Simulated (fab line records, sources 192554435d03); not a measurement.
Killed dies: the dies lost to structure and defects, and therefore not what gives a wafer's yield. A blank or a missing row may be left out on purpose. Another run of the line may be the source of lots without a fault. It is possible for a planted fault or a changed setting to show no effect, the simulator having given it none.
Matching of chambers || flow n5Finfet || N5_PASSIVATION_PECVD_00 on pecvd-03 has 3 sister chambers
The step deposits SiO2 from SiH4/N2O, target thk 200 nm, time 11.2 s. 6 wafers are shown with their chamber, then 11 later ones without.

== WAFERS, EACH WITH ITS CHAMBER ==
{"wafer": "L085.3", "chamber": 1, "throttleValvePct (%)": 56.9, "showerheadPlenumPTorr (Torr)": 8.16}
{"wafer": "L085.5", "chamber": 2, "throttleValvePct (%)": 51.3, "showerheadPlenumPTorr (Torr)": 8.09}
{"wafer": "L084.3", "chamber": 0, "throttleValvePct (%)": 53.2, "showerheadPlenumPTorr (Torr)": 8.15}
{"wafer": "L084.4", "chamber": 1, "throttleValvePct (%)": 56.6, "showerheadPlenumPTorr (Torr)": 8.19}
{"wafer": "L084.5", "chamber": 2, "throttleValvePct (%)": 51.4, "showerheadPlenumPTorr (Torr)": 8.11}
{"wafer": "L087.1", "chamber": 0, "throttleValvePct (%)": 52.9, "showerheadPlenumPTorr (Torr)": 8.16}

== WAFERS WITHOUT THEIR CHAMBER ==
{"wafer": "L087.3", "throttleValvePct (%)": 51.5, "showerheadPlenumPTorr (Torr)": 8.11}
{"wafer": "L087.6", "throttleValvePct (%)": 51.2, "showerheadPlenumPTorr (Torr)": 8.12}
{"wafer": "L086.1", "throttleValvePct (%)": 53.3, "showerheadPlenumPTorr (Torr)": 8.13}
{"wafer": "L086.3", "throttleValvePct (%)": 51.4, "showerheadPlenumPTorr (Torr)": 8.10}
{"wafer": "L086.5", "throttleValvePct (%)": 51.1, "showerheadPlenumPTorr (Torr)": 8.10}
{"wafer": "L089.4", "throttleValvePct (%)": 56.8, "showerheadPlenumPTorr (Torr)": 8.19}
{"wafer": "L089.5", "throttleValvePct (%)": 51.4, "showerheadPlenumPTorr (Torr)": 8.09}
{"wafer": "L089.6", "throttleValvePct (%)": 53.1, "showerheadPlenumPTorr (Torr)": 8.15}
{"wafer": "L096.1", "throttleValvePct (%)": 45.9, "showerheadPlenumPTorr (Torr)": 8.16}
{"wafer": "L096.2", "throttleValvePct (%)": 53.3, "showerheadPlenumPTorr (Torr)": 8.16}
{"wafer": "L096.5", "throttleValvePct (%)": 53.3, "showerheadPlenumPTorr (Torr)": 8.14}

== WHICH CHAMBER EACH WENT THROUGH ==
{"wafer": "L087.3", "from the rows above": 2, "in truth": 2}
{"wafer": "L087.6", "from the rows above": 2, "in truth": 2}
{"wafer": "L086.1", "from the rows above": 0, "in truth": 0}
{"wafer": "L086.3", "from the rows above": 2, "in truth": 2}
{"wafer": "L086.5", "from the rows above": 2, "in truth": 2}
{"wafer": "L089.4", "from the rows above": 1, "in truth": 1}
{"wafer": "L089.5", "from the rows above": 2, "in truth": 2}
{"wafer": "L089.6", "from the rows above": 0, "in truth": 0}
{"wafer": "L096.1", "from the rows above": 2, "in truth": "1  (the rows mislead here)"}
{"wafer": "L096.2", "from the rows above": 0, "in truth": 0}
{"wafer": "L096.5", "from the rows above": 0, "in truth": 0}
10 of 11 placed correctly. Left unplaced by these rows: 0. Placed wrongly: 1.
How it was worked out, from the rows above alone: a wafer's distance from a chamber is the root of the sum, over the readings, of the square of ((its reading less the chamber's mean) divided by the reading's scatter). The wafer belongs to the nearest chamber; if the next one is less than 2 further off, it can't be placed. The mean given for a chamber averages the wafers shown for that chamber. The scatter: the root of (the sum of the squares of (reading less its chamber's mean) over the shown wafers, divided by (wafers less chambers)).
